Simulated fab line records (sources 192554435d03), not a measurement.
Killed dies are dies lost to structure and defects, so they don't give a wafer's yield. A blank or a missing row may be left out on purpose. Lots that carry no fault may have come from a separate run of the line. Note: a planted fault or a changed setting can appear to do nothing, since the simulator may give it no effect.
Split-lot study | flow n5Finfet | 21 wafers read from 7 lots, route of 1938 steps

SPLIT DETAILS
At N5_BEOL_M13_SPUTTER_43 (material TaN, target thk 15 nm, time 24.19 s), the setting timeS was moved away from the recipe's 24.19 s on 6 of the 21 wafers read, by -12.5% to +9.3%. The other wafers ran this setting at the recipe's value.

The split's own step is where the reading is taken.

THE READING
TaN_of_BEOL_M13_SPUTTER_43.thkNm (the simulator's own value, which no gauge read), in nm, at N5_BEOL_M13_SPUTTER_43 (material TaN, target thk 15 nm, time 24.19 s). The file gives no usual value for it. Average 15.0 nm, standard deviation 0.24 nm, over the 15 wafers here run with the recipe.

wafer  | tool, chamber at the split | timeS as run, s | against the recipe | TaN_of_BEOL_M13_SPUTTER_43.thkNm, nm | against lot-mates on the recipe
L077.2 | pvdSputter-01, -           | 24.19           | recipe             | 15.4                                 | -
L077.3 | pvdSputter-01, -           | 24.19           | recipe             | 15.4                                 | -
L077.6 | pvdSputter-01, -           | 24.19           | recipe             | 15.4                                 | -
L081.1 | pvdSputter-03, -           | 24.19           | recipe             | 15                                   | -
L081.5 | pvdSputter-03, -           | 24.19           | recipe             | 15                                   | -
L081.4 | pvdSputter-03, -           | 24.19           | recipe             | 14.8                                 | -
L082.1 | pvdSputter-03, -           | 24.19           | recipe             | 15                                   | -
L082.5 | pvdSputter-03, -           | 26.43           | +9.3%              | 16.4                                 | +1.5
L082.6 | pvdSputter-03, -           | 24.19           | recipe             | 14.8                                 | -
L087.1 | pvdSputter-03, -           | 24.19           | recipe             | 14.6                                 | -
L087.4 | pvdSputter-03, -           | 26.15           | +8.1%              | 16.6                                 | +1.8
L087.5 | pvdSputter-03, -           | 24.19           | recipe             | 15                                   | -
L089.1 | pvdSputter-03, -           | 24.19           | recipe             | 14.8                                 | -
L089.3 | pvdSputter-03, -           | 21.92           | -9.4%              | 13.4                                 | -1.4
L089.5 | pvdSputter-03, -           | 21.92           | -9.4%              | 13.4                                 | -1.4
L091.1 | pvdSputter-03, -           | 24.19           | recipe             | 15                                   | -
L091.2 | pvdSputter-03, -           | 21.16           | -12.5%             | 12.8                                 | -2.2
L091.6 | pvdSputter-03, -           | 21.16           | -12.5%             | 13                                   | -2.0
L096.1 | pvdSputter-02, -           | 24.19           | recipe             | 15.2                                 | -
L096.5 | pvdSputter-02, -           | 24.19           | recipe             | 15.2                                 | -
L096.4 | pvdSputter-02, -           | 24.19           | recipe             | 14.8                                 | -

THE FIT
A straight line over all 21 wafers: TaN_of_BEOL_M13_SPUTTER_43.thkNm changes by +0.17 nm for each +1% of timeS; r = +0.97; the points scatter about the line by 0.23 nm.
The same after taking each lot's own level away (the mean of its wafers on the recipe; 21 wafers): +0.169 nm for each +1%; r = +0.99; scatter 0.16 nm.
Per that fit: largest timeS move, reading shift of 2.1 nm.
Measured against the standard deviation above, the lots' own levels, which go from 14.80 to 15.40 nm, span 2.5 times it.
The two slopes are in agreement: the lot-to-lot level therefore moves the slope only a little.
Check: for one of the wafers moved furthest among these (-12.5%), held out of the fit, the line's prediction against its lot-mates is -2.04 nm. It came out at -2.2 nm against them.

OTHER SPLITS APPLIED TO THESE WAFERS
Other splits were also applied to these wafers ahead of the reading. Each is held against what the fit with the lots' levels taken away leaves over:
other split on the same wafers   | wafers away from the commonest value | r with TaN_of_BEOL_M13_SPUTTER_43.thkNm (lot level and that fit taken away)
N5_BEOL_M12_SPUTTER_45 timeS     | 5                                    | -0.11
N5_BEOL_M13_TRENCH_ETCH_34 timeS | 9                                    | +0.05

FILE'S OWN FIT
TaN_of_BEOL_M13_SPUTTER_43.thkNm changes by +0.171 nm for each +1% of timeS, r = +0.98.
